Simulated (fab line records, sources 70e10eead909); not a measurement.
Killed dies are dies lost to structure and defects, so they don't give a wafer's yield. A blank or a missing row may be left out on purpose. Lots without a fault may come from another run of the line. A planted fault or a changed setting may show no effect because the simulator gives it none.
Which tool did it? | flow nand_harc | 22 lots, 66 wafers sampled, at 6 steps of a route of 1159

WHAT THE GAUGES READ, wafer by wafer
The record holds no reading of a measuring or inspecting step that can be judged against a usual standard deviation.

WHICH TOOL RAN EACH LOT (tool, then ch and the chambers of the sampled wafers, then the start)
lot  | NHARC_A_CHANNEL_FILL_D1_RTA_24   | NHARC_A_STAIRCASE_DESCUM_168       | NHARC_A_STAIRCASE_ETCH_19                     | NHARC_A_STAIRCASE_ETCH_27                     | NHARC_A_STAIRCASE_ETCH_223                    | NHARC_A_STAIRCASE_TRIM_229
L075 | rtp_anneal-02 ch 0, day 10 13:09 | rie_diel-03 ch 0,1,2, day 10 14:22 | rie_diel-02 ch 1,2,3, day 11 01:30 or earlier | rie_diel-09 ch 0,1,2, day 11 01:30 or earlier | rie_diel-02 ch 0,1,3, day 11 01:30 or earlier | rie_diel-09 ch 0,1,3, day 11 01:30
L074 | rtp_anneal-02 ch 0, day 10 13:17 | rie_diel-02 ch 0,1, day 10 14:38   | rie_diel-02 ch 0,1,2, day 11 02:19 or earlier | rie_diel-02 ch 0,3, day 11 02:19 or earlier   | rie_diel-03 ch 0,3, day 11 02:19 or earlier   | rie_diel-02 ch 1,2,3, day 11 02:19
L077 | rtp_anneal-01 ch 0, day 11 05:58 | rie_diel-09 ch 0,2, day 11 07:19   | rie_diel-03 ch 0,1, day 11 18:41 or earlier   | rie_diel-03 ch 0,1, day 11 18:41 or earlier   | rie_diel-03 ch 0,1,3, day 11 18:41 or earlier | rie_diel-03 ch 0,1, day 11 18:41
L076 | rtp_anneal-01 ch 0, day 11 09:04 | rie_diel-02 ch 0,3, day 11 10:13   | rie_diel-09 ch 0,1,2, day 11 22:25 or earlier | rie_diel-02 ch 0,2,3, day 11 22:25 or earlier | rie_diel-03 ch 0,1,2, day 11 22:25 or earlier | rie_diel-03 ch 0,1,2, day 11 22:25
L079 | rtp_anneal-02 ch 0, day 11 17:15 | rie_diel-03 ch 1,2, day 11 18:17   | rie_diel-03 ch 0,1,2, day 12 06:44 or earlier | rie_diel-02 ch 0,3, day 12 06:44 or earlier   | rie_diel-02 ch 0,1,2, day 12 06:44 or earlier | rie_diel-09 ch 0,3, day 12 06:44
L078 | rtp_anneal-02 ch 0, day 11 17:22 | rie_diel-03 ch 0,2,3, day 11 18:38 | rie_diel-02 ch 0,2,3, day 12 08:23 or earlier | rie_diel-02 ch 0,2,3, day 12 08:23 or earlier | rie_diel-09 ch 0,1, day 12 08:23 or earlier   | rie_diel-03 ch 0,1,3, day 12 08:23
L081 | rtp_anneal-02 ch 0, day 11 23:02 | rie_diel-02 ch 1,2,3, day 12 00:17 | rie_diel-09 ch 0,1,2, day 12 11:37 or earlier | rie_diel-03 ch 0,1,3, day 12 11:37 or earlier | rie_diel-03 ch 0,2,3, day 12 11:37 or earlier | rie_diel-03 ch 0,2,3, day 12 11:37
L080 | rtp_anneal-01 ch 0, day 11 23:04 | rie_diel-02 ch 0,2,3, day 12 00:29 | rie_diel-09 ch 0,1,3, day 12 12:26 or earlier | rie_diel-02 ch 1,2,3, day 12 12:26 or earlier | rie_diel-09 ch 2,3, day 12 12:26 or earlier   | rie_diel-09 ch 0,1,3, day 12 12:26
L082 | rtp_anneal-01 ch 0, day 12 16:43 | rie_diel-02 ch 1,2, day 12 18:19   | rie_diel-03 ch 0,3, day 13 07:12 or earlier   | rie_diel-02 ch 1,2, day 13 07:12 or earlier   | rie_diel-02 ch 0,1,3, day 13 07:12 or earlier | rie_diel-03 ch 1,2, day 13 07:12
L083 | rtp_anneal-02 ch 0, day 12 16:50 | rie_diel-02 ch 1,2,3, day 12 18:32 | rie_diel-09 ch 0,1,3, day 13 05:02 or earlier | rie_diel-09 ch 2,3, day 13 05:02 or earlier   | rie_diel-03 ch 1,2,3, day 13 05:02 or earlier | rie_diel-03 ch 2,3, day 13 05:02
L084 | rtp_anneal-01 ch 0, day 13 11:38 | rie_diel-03 ch 1,2,3, day 13 12:41 | rie_diel-03 ch 0,1,3, day 13 23:20 or earlier | rie_diel-03 ch 0,3, day 13 23:20 or earlier   | rie_diel-03 ch 1,2,3, day 13 23:20 or earlier | rie_diel-03 ch 2,3, day 13 23:20
L085 | rtp_anneal-01 ch 0, day 13 20:08 | rie_diel-03 ch 2,3, day 13 21:20   | rie_diel-09 ch 0,2,3, day 14 09:13 or earlier | rie_diel-09 ch 0,1,3, day 14 09:13 or earlier | rie_diel-09 ch 0,2, day 14 09:13 or earlier   | rie_diel-02 ch 0,1, day 14 09:13
L086 | rtp_anneal-01 ch 0, day 13 20:16 | rie_diel-02 ch 0,1,3, day 13 21:31 | rie_diel-03 ch 0,2,3, day 14 09:30 or earlier | rie_diel-03 ch 0,1,3, day 14 09:30 or earlier | rie_diel-03 ch 0,1,3, day 14 09:30 or earlier | rie_diel-03 ch 0,1,3, day 14 09:30
L088 | rtp_anneal-02 ch 0, day 14 02:26 | rie_diel-02 ch 1,2,3, day 14 03:47 | rie_diel-03 ch 0,1, day 14 16:29 or earlier   | rie_diel-02 ch 0,1,2, day 14 16:29 or earlier | rie_diel-02 ch 0,1,3, day 14 16:29 or earlier | rie_diel-03 ch 2,3, day 14 16:29
L087 | rtp_anneal-01 ch 0, day 14 02:28 | rie_diel-02 ch 1,2,3, day 14 04:13 | rie_diel-09 ch 1,2,3, day 14 18:11 or earlier | rie_diel-03 ch 0,3, day 14 18:11 or earlier   | rie_diel-09 ch 0,1,2, day 14 18:11 or earlier | rie_diel-03 ch 0,2, day 14 18:11
L089 | rtp_anneal-02 ch 0, day 14 16:26 | rie_diel-09 ch 1,2, day 14 17:45   | rie_diel-03 ch 0,2,3, day 15 06:23 or earlier | rie_diel-03 ch 0,1,3, day 15 06:23 or earlier | rie_diel-09 ch 0,1, day 15 06:23 or earlier   | rie_diel-02 ch 1,2,3, day 15 06:23
L091 | rtp_anneal-02 ch 0, day 14 23:33 | rie_diel-03 ch 0,3, day 15 01:04   | rie_diel-09 ch 1,2,3, day 15 12:07 or earlier | rie_diel-03 ch 0,1,3, day 15 12:07 or earlier | rie_diel-03 ch 0,1,2, day 15 12:07 or earlier | rie_diel-03 ch 0,1,3, day 15 12:07
L092 | rtp_anneal-01 ch 0, day 14 23:35 | rie_diel-02 ch 0,1,3, day 15 01:14 | rie_diel-03 ch 0,2, day 15 12:14 or earlier   | rie_diel-09 ch 1,2, day 15 12:14 or earlier   | rie_diel-09 ch 0,2,3, day 15 12:14 or earlier | rie_diel-09 ch 0,1, day 15 12:14
L094 | rtp_anneal-01 ch 0, day 15 14:31 | rie_diel-09 ch 0,2,3, day 15 15:46 | rie_diel-09 ch 0,1,2, day 16 04:09 or earlier | rie_diel-09 ch 1,2,3, day 16 04:09 or earlier | rie_diel-03 ch 0,2,3, day 16 04:09 or earlier | rie_diel-02 ch 0,2,3, day 16 04:09
L095 | rtp_anneal-02 ch 0, day 16 01:52 | rie_diel-09 ch 0,1,3, day 16 03:35 | rie_diel-03 ch 0,2,3, day 16 15:44 or earlier | rie_diel-02 ch 2,3, day 16 15:44 or earlier   | rie_diel-02 ch 1,2, day 16 15:44 or earlier   | rie_diel-03 ch 1,2,3, day 16 15:44
L096 | rtp_anneal-01 ch 0, day 16 05:26 | rie_diel-03 ch 0,1,3, day 16 06:41 | rie_diel-03 ch 1,2,3, day 16 18:07 or earlier | rie_diel-03 ch 0,1,2, day 16 18:07 or earlier | rie_diel-03 ch 1,2,3, day 16 18:07 or earlier | rie_diel-02 ch 0,2, day 16 18:07
L097 | rtp_anneal-02 ch 0, day 16 17:14 | rie_diel-03 ch 0,2, day 16 18:26   | rie_diel-09 ch 0,1,3, day 17 06:29 or earlier | rie_diel-09 ch 0,1,2, day 17 06:29 or earlier | rie_diel-09 ch 0,2,3, day 17 06:29 or earlier | rie_diel-09 ch 0,2,3, day 17 06:29
- NHARC_A_CHANNEL_FILL_D1_RTA_24: time 5 s.
- NHARC_A_STAIRCASE_DESCUM_168: chemistry O2, time 3 s.
- NHARC_A_STAIRCASE_ETCH_19: etches the open film in C4F8/O2, target depth 100 nm, time 40.5 s.
- NHARC_A_STAIRCASE_ETCH_27: etches the open film in C4F8/O2, target depth 100 nm, time 40.5 s.
- NHARC_A_STAIRCASE_ETCH_223: etches the open film in C4F8/O2, target depth 100 nm, time 40.5 s.
- NHARC_A_STAIRCASE_TRIM_229: chemistry O2, time 211.2 s.

WHAT THE TOOLS THEMSELVES READ (means of the sampled wafers that have a number; where no wafer has one, the mark that the record gives instead)
NHARC_A_CHANNEL_FILL_D1_RTA_24.
lot  | tool          | lamp_power_pct (%) | lamp_zone_4_pct (%) | lamp_zone_7_pct (%) | wafer_temp_C_max
L075 | rtp_anneal-02 | 24.6               | 24.6                | 25.0                | 1003.8
L074 | rtp_anneal-02 | 24.6               | 24.6                | 25.0                | 1004.6
L077 | rtp_anneal-01 | 29.8               | 29.8                | 30.3                | 1007.3
L076 | rtp_anneal-01 | 29.8               | 29.8                | 30.2                | 1006.8
L079 | rtp_anneal-02 | 24.6               | 24.6                | 25.0                | 1004.9
L078 | rtp_anneal-02 | 24.6               | 24.6                | 25.0                | 1003.5
L081 | rtp_anneal-02 | 24.6               | 24.6                | 25.0                | 1003.7
L080 | rtp_anneal-01 | 29.7               | 29.8                | 30.3                | 1008.3
L082 | rtp_anneal-01 | 29.8               | 29.8                | 30.2                | 1005.8
L083 | rtp_anneal-02 | 24.6               | 24.6                | 25.0                | 1003.3
L084 | rtp_anneal-01 | 29.8               | 29.8                | 30.2                | 1006.7
L085 | rtp_anneal-01 | 29.7               | 29.7                | 30.2                | 1008.6
L086 | rtp_anneal-01 | 29.8               | 29.7                | 30.2                | 1008.0
L088 | rtp_anneal-02 | 24.6               | 24.6                | 25.0                | 1003.6
L087 | rtp_anneal-01 | 29.7               | 29.8                | 30.2                | 1007.9
L089 | rtp_anneal-02 | 24.6               | 24.6                | 25.0                | 1004.6
L091 | rtp_anneal-02 | 24.6               | 24.6                | 25.0                | 1003.9
L092 | rtp_anneal-01 | 29.7               | 29.8                | 30.2                | 1006.8
L094 | rtp_anneal-01 | 29.8               | 29.7                | 30.2                | 1007.5
L095 | rtp_anneal-02 | 24.6               | 24.6                | 25.0                | 1003.6
L096 | rtp_anneal-01 | 29.7               | 29.8                | 30.2                | 1005.6
L097 | rtp_anneal-02 | 24.6               | 24.6                | 25.0                | 1004.3

NHARC_A_STAIRCASE_DESCUM_168.
lot  | tool        | chamber_pressure_mTorr (mTorr) | drypump_motor_current_A (A) | oes_product_au (a.u.) | rf_vpp_V (V) | showerhead_plenum_p_Torr (Torr) | throttle_valve_pct (%)
L075 | rie_diel-03 | 59.96                          | 5.4                         | 0.998                 | 57.5         | 1.90                            | 11.307
L074 | rie_diel-02 | 60.07                          | 5.7                         | 0.998                 | 57.8         | 1.92                            | 11.326
L077 | rie_diel-09 | 60.03                          | 5.6                         | 1.008                 | 57.5         | 1.90                            | 11.312
L076 | rie_diel-02 | 59.99                          | 5.7                         | 1.003                 | 58.2         | 1.88                            | 11.309
L079 | rie_diel-03 | 60.02                          | 5.6                         | 1.011                 | 57.4         | 1.88                            | 11.309
L078 | rie_diel-03 | 59.94                          | 5.6                         | 1.007                 | 58.2         | 1.91                            | 11.321
L081 | rie_diel-02 | 60.00                          | 5.7                         | 0.987                 | 58.2         | 1.93                            | 11.302
L080 | rie_diel-02 | 60.02                          | 5.7                         | 0.991                 | 57.1         | 1.93                            | 11.319
L082 | rie_diel-02 | 60.06                          | 5.7                         | 0.987                 | 58.5         | 1.97                            | 11.315
L083 | rie_diel-02 | 60.00                          | 5.7                         | 0.994                 | 58.5         | 1.93                            | 11.307
L084 | rie_diel-03 | 60.03                          | 5.7                         | 1.011                 | 57.5         | 1.88                            | 11.310
L085 | rie_diel-03 | 59.97                          | 5.9                         | 0.998                 | 57.7         | 1.88                            | 11.305
L086 | rie_diel-02 | 60.01                          | 5.7                         | 0.989                 | 57.5         | 1.89                            | 11.307
L088 | rie_diel-02 | 60.00                          | 5.7                         | 0.988                 | 57.3         | 1.93                            | 11.312
L087 | rie_diel-02 | 60.06                          | 5.7                         | 0.997                 | 58.2         | 1.93                            | 11.310
L089 | rie_diel-09 | 60.04                          | 5.5                         | 1.011                 | 57.8         | 1.95                            | 11.314
L091 | rie_diel-03 | 59.98                          | 5.5                         | 1.001                 | 57.2         | 1.82                            | 11.320
L092 | rie_diel-02 | 59.96                          | 5.6                         | 0.995                 | 57.9         | 1.88                            | 11.309
L094 | rie_diel-09 | 59.98                          | 5.8                         | 1.001                 | 57.3         | 1.93                            | 11.316
L095 | rie_diel-09 | 60.00                          | 5.7                         | 1.013                 | 57.8         | 1.95                            | 11.303
L096 | rie_diel-03 | 60.00                          | 5.7                         | 0.992                 | 57.5         | 1.79                            | 11.321
L097 | rie_diel-03 | 59.96                          | 5.3                         | 1.003                 | 57.8         | 1.98                            | 11.315

NHARC_A_STAIRCASE_ETCH_19.
lot  | tool        | chamber_pressure_mTorr (mTorr) | oes_product_au (a.u.) | rf_vpp_V (V)
L075 | rie_diel-02 | 24.970                         | 0.929                 | 897
L074 | rie_diel-02 | 24.991                         | 0.930                 | 900
L077 | rie_diel-03 | 25.004                         | 0.961                 | 889
L076 | rie_diel-09 | 25.013                         | 0.947                 | 895
L079 | rie_diel-03 | 25.013                         | 0.951                 | 896
L078 | rie_diel-02 | 24.979                         | 0.928                 | 897
L081 | rie_diel-09 | 24.988                         | 0.951                 | 896
L080 | rie_diel-09 | 25.012                         | 0.937                 | 899
L082 | rie_diel-03 | 25.007                         | 0.938                 | 890
L083 | rie_diel-09 | 24.997                         | 0.937                 | 898
L084 | rie_diel-03 | 24.985                         | 0.949                 | 890
L085 | rie_diel-09 | 24.978                         | 0.945                 | 897
L086 | rie_diel-03 | 24.994                         | 0.954                 | 895
L088 | rie_diel-03 | 24.995                         | 0.960                 | 890
L087 | rie_diel-09 | 24.980                         | 0.936                 | 900
L089 | rie_diel-03 | 25.002                         | 0.959                 | 894
L091 | rie_diel-09 | 25.029                         | 0.945                 | 901
L092 | rie_diel-03 | 24.988                         | 0.956                 | 896
L094 | rie_diel-09 | 24.999                         | 0.943                 | 897
L095 | rie_diel-03 | 25.004                         | 0.931                 | 894
L096 | rie_diel-03 | 25.018                         | 0.942                 | 893
L097 | rie_diel-09 | 25.001                         | 0.945                 | 898

NHARC_A_STAIRCASE_ETCH_27.
lot  | tool        | chamber_pressure_mTorr (mTorr) | oes_product_au (a.u.) | rf_vpp_V (V)
L075 | rie_diel-09 | 25.008                         | 0.955                 | 896
L074 | rie_diel-02 | 25.004                         | 0.942                 | 892
L077 | rie_diel-03 | 24.993                         | 0.955                 | 891
L076 | rie_diel-02 | 25.003                         | 0.937                 | 897
L079 | rie_diel-02 | 24.985                         | 0.940                 | 894
L078 | rie_diel-02 | 24.985                         | 0.937                 | 897
L081 | rie_diel-03 | 24.995                         | 0.940                 | 889
L080 | rie_diel-02 | 24.994                         | 0.918                 | 897
L082 | rie_diel-02 | 24.998                         | 0.938                 | 900
L083 | rie_diel-09 | 25.008                         | 0.948                 | 902
L084 | rie_diel-03 | 24.987                         | 0.960                 | 889
L085 | rie_diel-09 | 25.017                         | 0.943                 | 899
L086 | rie_diel-03 | 24.970                         | 0.953                 | 889
L088 | rie_diel-02 | 24.983                         | 0.932                 | 899
L087 | rie_diel-03 | 25.003                         | 0.944                 | 891
L089 | rie_diel-03 | 25.018                         | 0.948                 | 887
L091 | rie_diel-03 | 25.004                         | 0.954                 | 890
L092 | rie_diel-09 | 25.010                         | 0.952                 | 899
L094 | rie_diel-09 | 24.998                         | 0.953                 | 901
L095 | rie_diel-02 | 24.967                         | 0.947                 | 895
L096 | rie_diel-03 | 24.991                         | 0.943                 | 894
L097 | rie_diel-09 | 24.974                         | 0.940                 | 895

NHARC_A_STAIRCASE_ETCH_223.
lot  | tool        | chamber_pressure_mTorr (mTorr) | oes_product_au (a.u.) | rf_vpp_V (V)
L075 | rie_diel-02 | 25.016                         | 0.943                 | 895
L074 | rie_diel-03 | 24.979                         | 0.950                 | 890
L077 | rie_diel-03 | 24.987                         | 0.960                 | 890
L076 | rie_diel-03 | 25.015                         | 0.944                 | 895
L079 | rie_diel-02 | 24.996                         | 0.915                 | 900
L078 | rie_diel-09 | 25.015                         | 0.923                 | 898
L081 | rie_diel-03 | 24.993                         | 0.941                 | 896
L080 | rie_diel-09 | 25.006                         | 0.938                 | 900
L082 | rie_diel-02 | 25.017                         | 0.930                 | 893
L083 | rie_diel-03 | 24.994                         | 0.953                 | 894
L084 | rie_diel-03 | 24.995                         | 0.951                 | 893
L085 | rie_diel-09 | 24.998                         | 0.954                 | 895
L086 | rie_diel-03 | 24.985                         | 0.942                 | 888
L088 | rie_diel-02 | 24.995                         | 0.945                 | 894
L087 | rie_diel-09 | 24.999                         | 0.949                 | 896
L089 | rie_diel-09 | 24.999                         | 0.932                 | 897
L091 | rie_diel-03 | 25.012                         | 0.938                 | 894
L092 | rie_diel-09 | 25.006                         | 0.955                 | 896
L094 | rie_diel-03 | 24.990                         | 0.946                 | 895
L095 | rie_diel-02 | 24.988                         | 0.941                 | 899
L096 | rie_diel-03 | 24.990                         | 0.939                 | 892
L097 | rie_diel-09 | 25.019                         | 0.937                 | 897

NHARC_A_STAIRCASE_TRIM_229.
lot  | tool        | chamber_pressure_mTorr (mTorr) | drypump_motor_current_A (A) | oes_product_au (a.u.) | rf_vpp_V (V) | showerhead_plenum_p_Torr (Torr) | throttle_valve_pct (%)
L075 | rie_diel-09 | 59.97                          | 5.7                         | 1.006                 | 57.7         | 3.61                            | 17.036
L074 | rie_diel-02 | 60.02                          | 5.7                         | 0.989                 | 58.6         | 3.57                            | 17.036
L077 | rie_diel-03 | 59.99                          | 5.5                         | 1.009                 | 57.4         | 3.37                            | 17.042
L076 | rie_diel-03 | 60.04                          | 5.4                         | 1.005                 | 57.4         | 3.50                            | 17.038
L079 | rie_diel-09 | 60.03                          | 6.0                         | 1.004                 | 57.8         | 3.63                            | 17.043
L078 | rie_diel-03 | 60.00                          | 5.7                         | 1.002                 | 56.3         | 3.34                            | 17.032
L081 | rie_diel-03 | 60.02                          | 5.6                         | 1.004                 | 57.3         | 3.51                            | 17.039
L080 | rie_diel-09 | 59.95                          | 5.7                         | 1.001                 | 57.4         | 3.61                            | 17.028
L082 | rie_diel-03 | 60.00                          | 5.6                         | 1.006                 | 58.4         | 3.46                            | 17.038
L083 | rie_diel-03 | 59.97                          | 5.6                         | 1.007                 | 57.6         | 3.63                            | 17.050
L084 | rie_diel-03 | 59.99                          | 5.6                         | 1.003                 | 58.2         | 3.63                            | 17.037
L085 | rie_diel-02 | 60.02                          | 5.7                         | 0.997                 | 57.2         | 3.54                            | 17.041
L086 | rie_diel-03 | 60.00                          | 5.8                         | 1.008                 | 58.1         | 3.33                            | 17.034
L088 | rie_diel-03 | 60.04                          | 5.6                         | 0.999                 | 57.7         | 3.63                            | 17.029
L087 | rie_diel-03 | 60.01                          | 5.3                         | 1.012                 | 57.3         | 3.66                            | 17.036
L089 | rie_diel-02 | 59.95                          | 5.7                         | 0.989                 | 58.5         | 3.55                            | 17.044
L091 | rie_diel-03 | 59.95                          | 5.7                         | 1.006                 | 56.9         | 3.33                            | 17.032
L092 | rie_diel-09 | 60.03                          | 5.5                         | 1.002                 | 57.7         | 3.45                            | 17.039
L094 | rie_diel-02 | 60.03                          | 5.8                         | 0.997                 | 58.0         | 3.54                            | 17.047
L095 | rie_diel-03 | 60.00                          | 5.7                         | 0.996                 | 57.5         | 3.45                            | 17.036
L096 | rie_diel-02 | 60.00                          | 5.9                         | 1.006                 | 58.1         | 3.69                            | 17.036
L097 | rie_diel-09 | 59.94                          | 5.8                         | 1.010                 | 57.7         | 3.54                            | 17.040

THE ANSWER, worked out from the rows above alone
Rule: what is usual is taken from the lots themselves. Put in order of their means at a reading, lots are off if they are a third of the lots or fewer, leave a main group of 4 or more, and stand apart from it by a gap of 3 or more times the standard deviation of the main group's means; of several such gaps the widest counts. A main group whose means are all the same, to the digits that the tables above print for the reading, isn't used. A lot without any number at a reading at which 4 lots or more have one is off too. The other lots that the step has rows for count as sound. The gauges are gone through in route order, then the tools' own readings, and for those a lot's mean is taken as printed above. The first step at which some lot is off is used, and at that step the reading that is off furthest; a lot without a number counts as furthest.
No lot is off at any reading shown: from this, nothing can be told.

WHAT THE SIMULATOR HAD PUT IN
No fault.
